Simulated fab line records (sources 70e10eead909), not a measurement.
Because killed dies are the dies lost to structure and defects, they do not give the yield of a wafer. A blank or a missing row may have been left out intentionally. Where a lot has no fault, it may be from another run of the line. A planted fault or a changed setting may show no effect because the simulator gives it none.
A struck lot beside a sound one	flow nand_harc	22 steps out of a route of 1159
Sound: wafers L235.1, L235.4, L235.5. Struck: wafers L242.2, L242.4, L242.6. At the end, the cause is stated.
Order at every step that has rows: each side's tool, ch and its chambers, its first start. Under that, the readings that differ: sound wafers	struck wafers	difference of the means	sigmas: that difference in standard deviations of wafers without a fault.
alike: same words and numbers on both sides, and readings whose means sit less than 2 such deviations apart. not compared: any withheld reading, any reading some wafer has no value for, any bound like >300 that may hide the same value, and any number with overlapping values for which the record gives no deviation.
Wherever a step has rows on one side only, a row that says differs or no value, or a row with sigmas, the two part there. Non-overlapping numbers with no deviation appear without sigmas and do not part them. Lack of a reading on every wafer of one side parts them only where that side has two or more wafers.

first, 2 steps without rows for these wafers: NHARC_A_SGD_CUT_ETCH_26 (etches SiO2 in dHF, target depth 45.8 nm); NHARC_A_SGD_CUT_ETCHBACK_24 (etches the open film in CH3F/O2, target depth 50 nm, time 92.857 s).
NHARC_A_SGD_CUT_STRIP_28: strips in O2, time 20 s.
  sound: rie_diel-07 ch 0,1,3; struck: rie_diel-11 ch 0,2,3
reading	sound	struck	difference	sigmas
throttle_valve_pct (%)	17.014 17.043 17.025	17.050 17.042 17.045	+0.018	+2
  alike: drypump_motor_current_A, mfc_ar_sccm, oes_product_au, rf_vpp_V, showerhead_plenum_p_Torr
  not compared: rf_hours_counter_h
NHARC_A_SGD_CUT_INSPECT_25:
  sound: defect_inspect-01 at day 14 17:23; struck: defect_inspect-01 at day 18 00:25
  alike: raw_defect_count
then, 1 step without rows for these wafers: NHARC_A_SLIT_DEP_25 (deposits SiO2, target thk 200 nm).
NHARC_A_SLIT_DEP_00: deposits aC, target thk 3200 nm.
  sound on acl_dep-03 ch 0, day 14 18:02; struck on acl_dep-02 ch 0, day 18 01:10
  alike: throttle_valve_pct
NHARC_A_SLIT_DEP_23: deposits SiON, target thk 100 nm.
  sound on pecvd-03 ch 0,2, day 14 20:08; struck on pecvd-03 ch 0,1,2, day 18 02:50
  alike: heater_power_w
then, 5 steps without rows for these wafers: NHARC_A_SLIT_DEHYDRATE_01 (time 120 s); NHARC_A_SLIT_HMDS_02 (time 30 s); NHARC_A_SLIT_COAT_03 (resist thk 90 nm); NHARC_A_SLIT_SOFTBAKE_04 (time 55 s); NHARC_A_SLIT_EBR_05.
NHARC_A_SLIT_EXPOSE_06: exposes mask SLIT.
  sound on arfi_scanner-03 ch 0, day 14 20:31; struck on arfi_scanner-03 ch 0, day 18 03:29
reading	sound	struck	difference	sigmas
exposure_dose_mJ_cm2	60.78 60.74 60.81	79.84 79.87 79.75	+19.04	+99 or more
  alike: mask
then, 2 steps without rows for these wafers: NHARC_A_SLIT_PEB_07 (peb time 65 s); NHARC_A_SLIT_DEVELOP_08 (develop time 35 s).
NHARC_A_SLIT_CD_MEAS_09: target cd 300 nm.
  sound on cd_sem-01 ch 0, day 14 20:39; struck on cd_sem-03 ch 0, day 18 03:38
reading	sound	struck	difference	sigmas
cd_nm (nm)	299.1 299.6 300.5	314.1 314.9 314.5	+14.8	+25
NHARC_A_SLIT_OVL_MEAS_10:
  sound: overlay-02 at day 14 20:44; struck: overlay-02 at day 18 03:43
  alike: overlay_x_nm, overlay_y_nm
NHARC_A_SLIT_INSPECT_11:
  sound: defect_inspect-01 at day 14 20:47; struck: defect_inspect-01 at day 18 03:45
  alike: raw_defect_count
NHARC_A_SLIT_DESCUM_14: chemistry O2, time 3 s.
  sound on rie_diel-10 ch 1,2,3, day 14 20:52; struck on rie_diel-10 ch 1,3, day 18 03:49
  alike: drypump_motor_current_A, mfc_ar_sccm, oes_product_au, rf_vpp_V, showerhead_plenum_p_Torr, throttle_valve_pct
  not compared: rf_hours_counter_h
NHARC_A_SLIT_ETCH_24: etches the open film in CF4/CHF3, target depth 121 nm, time 60.5 s.
  sound on rie_diel-10 ch 0,1, day 14 20:56; struck on rie_diel-10 ch 0,2, day 18 03:54
reading	sound	struck	difference	sigmas
model.A_SLIT.cd_offset_nm (nm)	-1.731 -0.4483 0.2801	14.08 15.67 13.71	+15.12	
  alike: bias_w, drypump_motor_current_A, mfc_ar_sccm, oes_product_au, rf_vpp_V, showerhead_plenum_p_Torr, throttle_valve_pct
  not compared: rf_hours_counter_h
NHARC_A_SLIT_ETCH_15: etches the open film in O2/COS, target depth 3200 nm, time 832 s.
  sound: rie_diel-10 ch 0,2,3; struck: rie_diel-10 ch 1,2
reading	sound	struck	difference	sigmas
model.A_SLIT.cd_offset_nm (nm)	-2.461 0.0878 0.1276	14.81 15.53 14.5	+15.70	
  alike: bias_w, cos_flow_sccm, drypump_motor_current_A, mfc_ar_sccm, oes_product_au, rf_vpp_V, showerhead_plenum_p_Torr, throttle_valve_pct
  not compared: rf_hours_counter_h
NHARC_A_SLIT_ETCH_17: etches the open film in C4F8/O2/Ar, time 1687.5 s, target depth 10100 nm.
  sound on har_etch-01 ch 0,1, day 14 23:43; struck on har_etch-02 ch 0,1, day 18 04:50
  alike: drypump_motor_current_A, mfc_ar_sccm, showerhead_plenum_p_Torr, throttle_valve_pct
  not compared: rf_hours_counter_h

WHERE THEY PART
Last at NHARC_A_SLIT_CD_MEAS_09 as far as this record goes, first at NHARC_A_SGD_CUT_STRIP_28. Later steps at which nothing parts them and some readings are alike: NHARC_A_SLIT_OVL_MEAS_10, NHARC_A_SLIT_INSPECT_11, NHARC_A_SLIT_DESCUM_14, NHARC_A_SLIT_ETCH_24, NHARC_A_SLIT_ETCH_15, NHARC_A_SLIT_ETCH_17.

WHY: the cause the simulator had injected
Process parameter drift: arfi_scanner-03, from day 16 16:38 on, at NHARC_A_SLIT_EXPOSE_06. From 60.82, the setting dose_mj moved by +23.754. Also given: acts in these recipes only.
